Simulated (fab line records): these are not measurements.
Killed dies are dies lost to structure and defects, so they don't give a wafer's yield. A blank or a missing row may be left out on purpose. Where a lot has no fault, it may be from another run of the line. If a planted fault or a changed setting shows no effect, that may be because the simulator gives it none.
Which tool was responsible? | flow nandHarc | 6 lots, 18 wafers sampled, at 4 steps of a route of 1159

WHAT EACH GAUGE READ, for each wafer
NHARC_P_GATE_CD_MEAS_91 targets a cd of 2000 nm.
lot  | measured     | on       | cdNm (nm)
L326 | day 5 15:20  | cdSem-01 | 2001.6 2002.9 2000.9
L332 | day 6 21:10  | cdSem-02 | 2000.2 2002.3 2001.5
L335 | day 7 12:50  | cdSem-03 | 2000.4 1999.8 2002.4
L337 | day 8 12:28  | cdSem-01 | 1975.5 1975.2 1974.5
L347 | day 10 10:26 | cdSem-02 | 2001.7 1999.6 1998.2
L349 | day 11 02:38 | cdSem-03 | 2002.0 2003.4 2002.3

TOOL THAT RAN EACH LOT (tool first, then ch and the chambers of the sampled wafers, then the start)
lot  | NHARC_P_GATE_STRIP_101           | NHARC_P_GATE_STRIP_112              | NHARC_P_GATE_EXPOSE_88
L326 | rieDiel-01 ch 0,1,3, day 5 10:25 | plasmaAsher-02 ch 0,1, day 5 14:13  | krfScanner-02 ch 0, day 5 15:11
L332 | rieDiel-07 ch 1,2, day 6 16:52   | plasmaAsher-02 ch 0,1, day 6 20:14  | krfScanner-03 ch 0, day 6 21:01
L335 | rieDiel-07 ch 1,3, day 7 08:27   | plasmaAsher-01 ch 0,1, day 7 11:39  | krfScanner-04 ch 0, day 7 12:40
L337 | rieDiel-01 ch 0,1,3, day 8 08:05 | plasmaAsher-01 ch 0,1, day 8 11:17  | krfScanner-04 ch 0, day 8 12:18
L347 | rieDiel-07 ch 0,2, day 10 06:03  | plasmaAsher-02 ch 0,1, day 10 09:18 | krfScanner-02 ch 0, day 10 10:17
L349 | rieDiel-08 ch 0,2, day 10 22:21  | plasmaAsher-02 ch 0,1, day 11 01:34 | krfScanner-04 ch 0, day 11 02:28
- NHARC_P_GATE_STRIP_101: strips in O2, time 20 s.
- NHARC_P_GATE_STRIP_112: strips in N2/H2, time 200 s.
- NHARC_P_GATE_EXPOSE_88: exposes mask P HVN, target cd 2000 nm.

THE ANSWER, worked out from the rows above alone
Rule: what is usual is taken from the lots themselves. The widest of any qualifying gaps counts: lots, ordered by their means at a reading, are off when they make up no more than a third of the lots, leave a main group of 4 or more, and stand apart from it by 3 or more times the standard deviation of that group's means. A main group whose means are all the same, to the digits that the tables above print for the reading, isn't used. Also off: a lot with no number at a reading for which 4 or more lots have one. The other lots that the step has rows for count as sound.
Off: L337, at NHARC_P_GATE_CD_MEAS_91 (cdNm). Main group: mean 2001.3 nm, sd 0.92.
If a tool, at a process step before that reading, ran all the lots that are off and no sound lot after the first of them, it fits. Gauges at NHARC_P_GATE_CD_MEAS_91: tried the same way as those tools. Can't be told from this: 3 tools fit, rieDiel-01 at NHARC_P_GATE_STRIP_101, plasmaAsher-01 at NHARC_P_GATE_STRIP_112, cdSem-01 at NHARC_P_GATE_CD_MEAS_91.

WHAT THE SIMULATOR HAD PUT IN
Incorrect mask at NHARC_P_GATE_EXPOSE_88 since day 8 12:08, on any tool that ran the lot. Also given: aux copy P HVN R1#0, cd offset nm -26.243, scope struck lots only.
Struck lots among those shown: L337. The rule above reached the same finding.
